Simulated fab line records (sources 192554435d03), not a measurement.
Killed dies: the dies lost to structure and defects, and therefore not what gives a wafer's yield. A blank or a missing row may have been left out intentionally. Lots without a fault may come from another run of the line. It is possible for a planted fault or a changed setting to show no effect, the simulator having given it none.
fab line records	flow n5Finfet	part 1 of 2: steps 1 to 21 of 29
record lots=5	wafers=15	lastDay=18
route steps=1938 shown BEOL_M12@1653 BEOL_M13@1659
lots that met no fault: from a run of the same line without faults
startH: start of the lot's first displayed wafer, in hours after the record's first day	waitH: hours since the lot's step before	" repeats the value in the row above	L1.1+2: one row covering several wafers at once	- value missing, or start not given	* or withheld: withheld	< > ~ a bound
route shown NAME@n: names a module that has steps shown in the file, with the first one's number in the route	usual: mean/standard deviation of fault-free wafers	same: alike in all rows	chamber/n: place in a boat	sites: the reading at each site	_std_site: standard deviation across them	_edge_site: outer sites' mean less inner sites'	radiusMm: how far each site lies from the wafer's centre	mask NAME#n: copy n	behind: the most recent tool/chamber to have shaped the wafer	hold: the reason the lot was held/the length of the hold in hours/how it ended	device: the transistor (n, p or np) that didn't switch	end of line: the route-end tests of the same wafers	where a step has no rows: the recipe by itself	killed: count of dies lost to structure and defects at first sort (not the wafer's yield)	map: dies across one wafer; x = killed, . = not, _ = none there
set.NAME: the setting that was run; set.NAME@STEP: the one run at that earlier step	model.NAME: the simulator's own value behind a step, which no gauge read
lots at selected steps of the route; one table per step, one row per wafer
services: a tool's chamber out of use, with start hour (startH, from the record's first day; less than 0 if before it), hours out, and reason
## steps
# step N5_BEOL_M12_CMP_49
# recipe stopOn=SiOC	tOverpolishS=20.6	downForcePsi=1	platenRpm=50	clearingPlatenDownForcePsi=1.5	clearingPlatenRpm=50	postCmpClean=cuAlkaline	targetThkNm=320	clearingPlatenPadVelocityMS=0.99484	padVelocityMS=0.99484
# usual barrierFieldEndpointS=30.2/0.9	motorCurrentA=5.8/0.46	overpolishRunS=20.600/0.0096
lot.wafer	tool	chamber	startH	waitH	barrierFieldEndpointS	motorCurrentA	overpolishRunS
L077.1	cmp-03	1	250.63	0.3	31.0	5.8	20.602
L077.2	"	3	"	"	29.6	6.3	20.612
L077.5	"	1	"	"	30.0	5.8	20.595
L090.3	cmp-02	0	334.68	0.2	29.1	5.9	20.584
L090.2	"	3	"	"	29.7	5.6	20.609
L090.6	"	1	"	"	28.9	5.0	20.605
L093.4	cmp-02	1	351.11	0.1	29.4	5.5	20.609
L093.6	"	1	"	"	29.1	4.9	20.573
L093.5	"	2	"	"	28.7	5.8	20.586
L094.1	cmp-02	0	351.98	0.3	30.8	6.2	20.598
L094.3	"	2	"	"	29.4	6.0	20.598
L094.6	"	1	"	"	30.1	5.0	20.595
L097.1	cmp-04	1	389.68	0.3	32.4	5.2	20.615
L097.3	"	2	"	"	31.0	5.3	20.595
L097.5	"	2	"	"	31.1	5.4	20.593
# step N5_BEOL_M12_THK_MEAS_50
# recipe thkMeasGauge=xrf	reads=Cu_of_BEOL_M12_ECD_47
# usual M12_THK=320/5.4
lot.wafer	tool	chamber	startH	waitH	M12_THK[nm]
L077.1	filmMetro-01	-	250.93	-	310
L077.2	"	-	"	"	324
L077.5	"	-	"	"	321
L090.2	filmMetro-01	-	334.97	-	322
L090.3	"	-	"	"	322
L090.6	"	-	"	"	316
L093.4	filmMetro-01	-	351.40	-	324
L093.5	"	-	"	"	324
L093.6	"	-	"	"	322
L094.1	filmMetro-01	-	352.27	-	315
L094.3	"	-	"	"	321
L094.6	"	-	"	"	322
L097.1	filmMetro-01	-	389.97	-	325
L097.3	"	-	"	"	327
L097.5	"	-	"	"	318
# step N5_BEOL_M12_PRE_CLEAN_52
# recipe gas=NH3	timeS=15	tempC=withheld	rfPowerW=300
lot.wafer	tool	chamber	startH	waitH
L077.1+2+5	pecvd-01	2,1,1	250.96	0.0
L090.2+3+6	pecvd-04	1,2,2	335.01	0.0
L093.4+5+6	pecvd-04	1,0,2	351.45	0.0
L094.1+3+6	pecvd-04	0,2,1	352.31	0.0
L097.1+3+5	pecvd-01	2	390.01	0.0
# step N5_BEOL_M12_DEP_53
# recipe material=SiCN	targetThkA=300	tempC=withheld	precursor=3MS/NH3	pressureTorr=3	rfW=675	timeS=10.5
# usual chamberPressureTorr=3.000/0.0067	showerheadPlenumPTorr=4.176/0.029	throttleValvePct=18.0/1.5
lot.wafer	tool	chamber	startH	waitH	chamberPressureTorr	showerheadPlenumPTorr	throttleValvePct
L077.1	pecvd-01	2	250.99	0.0	2.999	4.157	18.2
L077.2	"	1	"	"	2.987	4.175	18.0
L077.5	"	1	"	"	2.992	4.174	17.9
L090.2	pecvd-04	1	335.03	0.0	3.008	4.235	16.3
L090.3	"	2	"	"	3.005	4.159	17.0
L090.6	"	2	"	"	3.009	4.168	16.9
L093.4	pecvd-04	1	351.48	0.0	3.010	4.249	16.4
L093.5	"	0	"	"	2.998	4.169	21.4
L093.6	"	2	"	"	3.002	4.170	16.9
L094.1	pecvd-04	0	352.33	0.0	2.995	4.175	21.5
L094.3	"	2	"	"	3.008	4.153	17.2
L094.6	"	1	"	"	2.997	4.238	16.3
L097.1	pecvd-01	2	390.05	0.0	3.000	4.152	18.2
L097.3	"	2	"	"	2.999	4.161	18.3
L097.5	"	2	"	"	2.996	4.147	18.0
# step N5_BEOL_M12_RS_MEAS_54
# recipe thkMeasGauge=four-point-probe	reads=Cu_of_BEOL_M12_ECD_47+Ta_of_BEOL_M12_SPUTTER_44+TaN_of_BEOL_M12_SPUTTER_43
# usual M12_RS=0.0600/0.001
lot.wafer	tool	chamber	startH	waitH	M12_RS[ohm/sq]
L077.1	filmMetro-01	-	251.05	0.0	0.0623
L077.2	"	-	"	"	0.0593
L077.5	"	-	"	"	0.0596
L090.2	filmMetro-01	-	335.10	0.0	0.0592
L090.3	"	-	"	"	0.0592
L090.6	"	-	"	"	0.0605
L093.4	filmMetro-02	-	351.53	0.0	0.0594
L093.5	"	-	"	"	0.0591
L093.6	"	-	"	"	0.0596
L094.1	filmMetro-01	-	352.40	0.0	0.0610
L094.3	"	-	"	"	0.0596
L094.6	"	-	"	"	0.0598
L097.1	filmMetro-01	-	390.13	0.1	0.0594
L097.3	"	-	"	"	0.0592
L097.5	"	-	"	"	0.0602
# step N5_BEOL_M12_INSPECT_55
# recipe inspectInstrument=darkfield	mode=postDep
# usual rawDefectCount=66/23
lot.wafer	tool	chamber	startH	waitH	rawDefectCount
L077.1	defectInspect-02	-	251.08	0.0	67
L077.2	"	-	"	"	80
L077.5	"	-	"	"	63
L090.2	defectInspect-02	-	335.12	0.0	84
L090.3	"	-	"	"	74
L090.6	"	-	"	"	94
L093.4	defectInspect-01	-	351.55	0.0	46
L093.5	"	-	"	"	66
L093.6	"	-	"	"	60
L094.1	defectInspect-02	-	352.42	0.0	87
L094.3	"	-	"	"	107
L094.6	"	-	"	"	109
L097.1	defectInspect-01	-	390.15	0.0	34
L097.3	"	-	"	"	42
L097.5	"	-	"	"	48
# step N5_BEOL_M13_ILD_DEP_00
# recipe material=SiOC	targetThkA=8379.2	tempC=350	precursor=DEMS/O2	pressureTorr=5	rfW=500	timeS=166.4
# usual chamberPressureTorr=5.000/0.01	heaterPowerOuterW=269/73	heaterPowerW=512/120	showerheadPlenumPTorr=5.695/0.016	throttleValvePct=11.8/0.65
lot.wafer	tool	chamber	startH	waitH	chamberPressureTorr	heaterPowerOuterW	heaterPowerW	showerheadPlenumPTorr	throttleValvePct
L077.1	pecvd-02	2	251.11	0.0	4.988	280	529	5.727	11.4
L077.2	"	1	"	"	5.000	311	662	5.695	12.5
L077.5	"	1	"	"	4.995	335	697	5.689	12.5
L090.2	pecvd-01	0	335.16	0.0	5.002	379	659	5.701	11.7
L090.3	"	1	"	"	4.997	343	545	5.699	11.7
L090.6	"	0	"	"	4.990	292	536	5.712	11.7
L093.4	pecvd-01	1	351.65	0.1	5.013	337	520	5.688	12.0
L093.5	"	0	"	"	4.990	296	541	5.710	11.6
L093.6	"	2	"	"	5.015	342	676	5.691	12.1
L094.1	pecvd-03	2	352.46	0.0	4.990	238	437	5.690	10.7
L094.3	"	0	"	"	4.999	229	421	5.670	11.7
L094.6	"	0	"	"	4.996	243	446	5.669	11.9
L097.1	pecvd-02	1	390.19	0.0	4.992	328	660	5.690	12.7
L097.3	"	2	"	"	5.008	341	608	5.723	11.7
L097.5	"	2	"	"	5.006	250	493	5.721	11.4
# step N5_BEOL_M13_THK_MEAS_01
# recipe reads=SiOC_of_BEOL_M13_ILD_DEP_00
# usual M13_ILD_THK=842/11
lot.wafer	tool	chamber	startH	waitH	M13_ILD_THK[nm]
L077.1	filmMetro-01	-	251.27	0.1	845
L077.2	"	-	"	"	853
L077.5	"	-	"	"	853
L090.2	filmMetro-02	-	335.31	0.1	845
L090.3	"	-	"	"	844
L090.6	"	-	"	"	854
L093.4	filmMetro-02	-	351.74	0.0	856
L093.5	"	-	"	"	856
L093.6	"	-	"	"	850
L094.1	filmMetro-02	-	352.67	0.2	819
L094.3	"	-	"	"	836
L094.6	"	-	"	"	830
L097.1	filmMetro-01	-	390.34	0.1	847
L097.3	"	-	"	"	838
L097.5	"	-	"	"	856
# step N5_BEOL_M13_COAT_58
# recipe resist=BARC	tempC=205	timeS=60	spinRpm=1500	resistThkNm=89
# usual chillPlateTempC=23.02/0.1	spinSpeedRpm=1500.0/1.1
lot.wafer	tool	chamber	startH	waitH	chillPlateTempC	spinSpeedRpm
L077.1	lithoTrack-01	0	251.30	0.0	22.89	1500.2
L077.2	"	0	"	"	23.08	1501.7
L077.5	"	0	"	"	23.09	1499.2
L090.2	lithoTrack-04	0	335.34	0.0	23.04	1499.8
L090.3	"	0	"	"	23.17	1498.9
L090.6	"	0	"	"	23.04	1498.9
L093.4	lithoTrack-01	0	351.77	0.0	23.10	1500.4
L093.5	"	0	"	"	23.04	1499.7
L093.6	"	0	"	"	22.97	1502.1
L094.1	lithoTrack-01	0	352.70	0.0	23.10	1501.0
L094.3	"	0	"	"	23.11	1502.0
L094.6	"	0	"	"	23.22	1500.9
L097.1	lithoTrack-01	0	390.37	0.0	23.05	1500.5
L097.3	"	0	"	"	23.24	1497.5
L097.5	"	0	"	"	23.03	1497.5
# step N5_BEOL_M13_COAT_04
# recipe spinRpm=1625	resistThkNm=400
# usual chillPlateTempC=23.01/0.11	spinSpeedRpm=1625.0/1.1
lot.wafer	tool	chamber	startH	waitH	chillPlateTempC	spinSpeedRpm
L077.1	lithoTrack-01	0	-	-	23.07	1625.9
L077.2	"	0	"	"	23.10	1625.0
L077.5	"	0	"	"	23.03	1624.6
L090.2	lithoTrack-04	0	-	-	22.97	1624.4
L090.3	"	0	"	"	23.06	1625.6
L090.6	"	0	"	"	23.06	1625.1
L093.4	lithoTrack-01	0	-	-	23.00	1626.4
L093.5	"	0	"	"	22.84	1624.1
L093.6	"	0	"	"	23.01	1625.6
L094.1	lithoTrack-01	0	-	-	23.07	1625.7
L094.3	"	0	"	"	22.85	1625.8
L094.6	"	0	"	"	23.03	1624.1
L097.1	lithoTrack-01	0	-	-	23.31	1625.2
L097.3	"	0	"	"	22.91	1624.0
L097.5	"	0	"	"	23.02	1625.2
# step N5_BEOL_M13_EBR_06
# recipe solvent=PGMEA	ebrWidthMm=1.5
# usual chillPlateTempC=22.99/0.095
lot.wafer	tool	chamber	startH	waitH	chillPlateTempC
L077.1	lithoTrack-01	0	-	-	23.03
L077.2	"	0	"	"	23.08
L077.5	"	0	"	"	23.09
L090.2	lithoTrack-04	0	-	-	22.95
L090.3	"	0	"	"	22.95
L090.6	"	0	"	"	22.82
L093.4	lithoTrack-01	0	-	-	23.07
L093.5	"	0	"	"	22.85
L093.6	"	0	"	"	23.16
L094.1	lithoTrack-01	0	-	-	23.05
L094.3	"	0	"	"	23.03
L094.6	"	0	"	"	23.10
L097.1	lithoTrack-01	0	-	-	23.08
L097.3	"	0	"	"	23.06
L097.5	"	0	"	"	22.99
# step N5_BEOL_M13_SOFTBAKE_05
# recipe tempC=130	timeS=60
# usual chillPlateTempC=23.02/0.11
lot.wafer	tool	chamber	startH	waitH	chillPlateTempC
L077.1	lithoTrack-01	0	-	-	23.06
L077.2	"	0	"	"	22.92
L077.5	"	0	"	"	22.97
L090.2	lithoTrack-04	0	-	-	23.06
L090.3	"	0	"	"	23.03
L090.6	"	0	"	"	23.04
L093.4	lithoTrack-01	0	-	-	23.01
L093.5	"	0	"	"	22.87
L093.6	"	0	"	"	23.06
L094.1	lithoTrack-01	0	-	-	22.79
L094.3	"	0	"	"	23.00
L094.6	"	0	"	"	22.88
L097.1	lithoTrack-01	0	-	-	23.04
L097.3	"	0	"	"	22.96
L097.5	"	0	"	"	23.20
# step N5_BEOL_M13_EXPOSE_07
# recipe maskId=V12	na=0.93	sourceShape=conventional	sigmaOuter=0.6	polarization=unpolarized	attpsmPhaseDeg=180	doseMj=24.8
# usual exposureDoseMJCm2=24.775/0.025
lot.wafer	tool	chamber	startH	waitH	mask	exposureDoseMJCm2
L077.1	krfScanner-01	0	251.52	-	V12#0	24.784
L077.2	"	0	"	"	V12#0	24.784
L077.5	"	0	"	"	V12#0	24.784
L090.2	krfScanner-01	0	335.45	-	V12#0	24.796
L090.3	"	0	"	"	V12#0	24.775
L090.6	"	0	"	"	V12#0	24.809
L093.4	krfScanner-02	0	352.01	-	V12#0	24.757
L093.5	"	0	"	"	V12#0	24.780
L093.6	"	0	"	"	V12#0	24.774
L094.1	krfScanner-01	0	352.93	-	V12#0	24.767
L094.3	"	0	"	"	V12#0	24.768
L094.6	"	0	"	"	V12#0	24.751
L097.1	krfScanner-01	0	390.47	-	V12#0	24.758
L097.3	"	0	"	"	V12#0	24.745
L097.5	"	0	"	"	V12#0	24.774
# step N5_BEOL_M13_PEB_08
# recipe pebTempC=130	pebTimeS=90
# usual chillPlateTempC=23.01/0.11
lot.wafer	tool	chamber	startH	waitH	chillPlateTempC
L077.1	lithoTrack-05	0	251.58	0.1	23.04
L077.2	"	0	"	"	22.96
L077.5	"	0	"	"	22.97
L090.2	lithoTrack-05	0	335.50	0.0	23.06
L090.3	"	0	"	"	22.92
L090.6	"	0	"	"	22.93
L093.4	lithoTrack-01	0	352.05	0.0	23.10
L093.5	"	0	"	"	22.99
L093.6	"	0	"	"	22.95
L094.1	lithoTrack-05	0	352.98	0.1	23.10
L094.3	"	0	"	"	23.11
L094.6	"	0	"	"	22.98
L097.1	lithoTrack-01	0	390.53	0.1	23.09
L097.3	"	0	"	"	22.98
L097.5	"	0	"	"	22.97
# step N5_BEOL_M13_DEVELOP_09
# recipe developTimeS=45	rinseLiquid=diw	dry=airSpin	devTempC=21
# usual chillPlateTempC=22.98/0.11
lot.wafer	tool	chamber	startH	waitH	chillPlateTempC
L077.1	lithoTrack-05	0	-	-	23.04
L077.2	"	0	"	"	22.97
L077.5	"	0	"	"	23.03
L090.2	lithoTrack-05	0	-	-	22.97
L090.3	"	0	"	"	22.91
L090.6	"	0	"	"	23.05
L093.4	lithoTrack-01	0	-	-	22.95
L093.5	"	0	"	"	22.76
L093.6	"	0	"	"	22.94
L094.1	lithoTrack-05	0	-	-	23.02
L094.3	"	0	"	"	22.92
L094.6	"	0	"	"	22.90
L097.1	lithoTrack-01	0	-	-	23.08
L097.3	"	0	"	"	23.19
L097.5	"	0	"	"	23.08
# step N5_BEOL_M13_HARDBAKE_14
# recipe tempC=130	timeS=120
# usual chillPlateTempC=23.00/0.094
lot.wafer	tool	chamber	startH	waitH	chillPlateTempC
L077.1	lithoTrack-05	0	-	-	22.89
L077.2	"	0	"	"	22.97
L077.5	"	0	"	"	22.97
L090.2	lithoTrack-05	0	-	-	22.96
L090.3	"	0	"	"	23.04
L090.6	"	0	"	"	22.94
L093.4	lithoTrack-01	0	-	-	23.14
L093.5	"	0	"	"	22.84
L093.6	"	0	"	"	23.00
L094.1	lithoTrack-05	0	-	-	23.14
L094.3	"	0	"	"	22.92
L094.6	"	0	"	"	23.02
L097.1	lithoTrack-01	0	-	-	23.01
L097.3	"	0	"	"	23.03
L097.5	"	0	"	"	23.01
# step N5_BEOL_M13_CD_MEAS_10
# recipe targetCdNm=190	landingEnergyEv=500	detector=seInlens	polarity=opening
# usual cdNm=189.8/1.3
# same landingEnergyEv=500
lot.wafer	tool	chamber	startH	waitH	cdNm
L077.1	cdSem-01	0	251.69	-	187.1
L077.2	"	0	"	"	187.4
L077.5	"	0	"	"	187.2
L090.2	cdSem-02	0	335.62	-	189.8
L090.3	"	0	"	"	189.3
L090.6	"	0	"	"	190.0
L093.4	cdSem-03	0	352.17	-	189.2
L093.5	"	0	"	"	188.6
L093.6	"	0	"	"	190.6
L094.1	cdSem-03	0	353.10	-	189.6
L094.3	"	0	"	"	188.8
L094.6	"	0	"	"	187.9
L097.1	cdSem-02	0	390.64	-	190.5
L097.3	"	0	"	"	188.8
L097.5	"	0	"	"	190.0
# step N5_BEOL_M13_OVL_MEAS_11
# recipe pointsPerWafer=44
# usual V12_OVL=-3/5.6
lot.wafer	tool	chamber	startH	waitH	V12_OVL[nm]
L077.1	overlay-02	0	251.72	0.0	-7
L077.2	"	0	"	"	4
L077.5	"	0	"	"	-7
L090.2	overlay-02	0	335.65	0.0	-6
L090.3	"	0	"	"	-3
L090.6	"	0	"	"	-6
L093.4	overlay-01	0	352.20	0.0	-2
L093.5	"	0	"	"	-5
L093.6	"	0	"	"	-10
L094.1	overlay-02	0	353.13	0.0	-12
L094.3	"	0	"	"	-7
L094.6	"	0	"	"	5
L097.1	overlay-02	0	390.67	0.0	-8
L097.3	"	0	"	"	-12
L097.5	"	0	"	"	-10
# step N5_BEOL_M13_INSPECT_12
# recipe mode=adi	inspectInstrument=macro
# usual rawDefectCount=2.1/1.3
lot.wafer	tool	chamber	startH	waitH	rawDefectCount
L077.1	defectInspect-02	-	251.75	0.0	3
L077.2	"	-	"	"	1
L077.5	"	-	"	"	3
L090.2	defectInspect-02	-	335.67	0.0	1
L090.3	"	-	"	"	5
L090.6	"	-	"	"	2
L093.4	defectInspect-02	-	352.22	0.0	2
L093.5	"	-	"	"	2
L093.6	"	-	"	"	3
L094.1	defectInspect-01	-	353.15	0.0	0
L094.3	"	-	"	"	2
L094.6	"	-	"	"	4
L097.1	defectInspect-02	-	390.70	0.0	0
L097.3	"	-	"	"	2
L097.5	"	-	"	"	2
# step N5_BEOL_M13_DESCUM_15
# recipe chemistry=O2	timeS=7.9	sourcePowerW=50	biasPowerW=20	pressureMtorr=20	rfFrequencyHz=2.712e+07	tempC=40	o2FlowSccm=225
# usual drypumpMotorCurrentA=5.8/0.44	oesProductAu=0.77/0.083	rfVppV=243.4/1.6	showerheadPlenumPTorr=2.11/0.087	throttleValvePct=20.4/0.36
lot.wafer	tool	chamber	startH	waitH	drypumpMotorCurrentA	oesProductAu	rfHoursCounterH	rfVppV	showerheadPlenumPTorr	throttleValvePct
L077.1	rieDiel-02	1	251.78	0.0	5.8	0.85	50	245.8	2.23	20.0
L077.2	"	2	"	"	5.1	0.79	100	244.3	2.10	20.5
L077.5	"	3	"	"	6.2	0.69	-	240.5	1.99	20.7
L090.2	rieDiel-06	2	335.77	0.1	6.1	0.68	231	239.9	2.00	21.0
L090.3	"	0	"	"	6.8	0.67	238	243.7	2.16	20.7
L090.6	"	2	"	"	6.1	0.68	-	241.9	2.00	21.0
L093.4	rieDiel-06	3	352.31	0.1	5.7	0.83	84	241.1	2.04	20.5
L093.5	"	0	"	"	6.8	0.67	-	244.0	2.16	20.7
L093.6	"	3	"	"	5.7	0.83	-	242.5	2.04	20.5
L094.1	rieDiel-06	1	353.19	0.0	6.5	0.84	86	242.6	2.05	20.4
L094.3	"	2	"	"	6.1	0.69	235	241.4	2.00	21.0
L094.6	"	2	"	"	6.1	0.69	-	242.5	2.00	21.0
L097.1	rieDiel-06	3	390.73	0.0	5.7	0.82	96	240.3	2.04	20.5
L097.3	"	2	"	"	6.1	0.67	246	240.8	1.99	21.1
L097.5	"	1	"	"	6.4	0.82	-	241.7	2.04	20.4
# step N5_BEOL_M13_ETCH_59
# recipe chemistry=N2/H2	target=BARC	targetDepthA=890	overetchA=267	timeS=67.9	ionEnergyEv=200	pressureMtorr=30	sourceW=840	biasW=150	n2FlowSccm=200	h2FlowSccm=200
# usual biasW=150.0/0.43	drypumpMotorCurrentA=5.8/0.44	oesProductAu=0.66/0.072	rfVppV=524.2/2.9	showerheadPlenumPTorr=2.56/0.1	throttleValvePct=17.9/0.31
lot.wafer	tool	chamber	startH	waitH	biasW	drypumpMotorCurrentA	oesProductAu	rfHoursCounterH	rfVppV	showerheadPlenumPTorr	throttleValvePct
L077.1	rieDiel-02	1	251.82	0.0	149.8	5.8	0.74	50	527.2	2.70	17.5
L077.2	"	2	"	"	150.9	5.1	0.67	100	523.7	2.54	17.8
L077.5	"	3	"	"	149.8	6.2	0.59	-	519.3	2.41	18.2
L090.2	rieDiel-06	2	335.80	0.0	150.1	6.1	0.59	231	519.6	2.43	18.6
L090.3	"	0	"	"	150.2	6.8	0.59	238	526.2	2.61	18.0
L090.6	"	2	"	"	150.4	6.1	0.58	-	519.7	2.43	18.6
L093.4	rieDiel-06	3	352.34	0.0	149.8	5.8	0.71	84	522.1	2.46	17.8
L093.5	"	0	"	"	150.0	6.8	0.58	-	526.8	2.61	18.0
L093.6	"	3	"	"	149.7	5.8	0.71	-	520.5	2.46	17.8
L094.1	rieDiel-06	1	353.22	0.0	150.2	6.5	0.72	86	523.0	2.47	17.8
L094.3	"	2	"	"	150.0	6.1	0.59	235	519.6	2.42	18.6
L094.6	"	2	"	"	150.1	6.1	0.58	-	520.1	2.42	18.6
L097.1	rieDiel-06	3	390.77	0.0	150.8	5.8	0.70	96	521.6	2.45	17.9
L097.3	"	2	"	"	150.0	6.1	0.58	246	519.6	2.42	18.6
L097.5	"	1	"	"	150.2	6.5	0.70	-	521.3	2.47	17.8
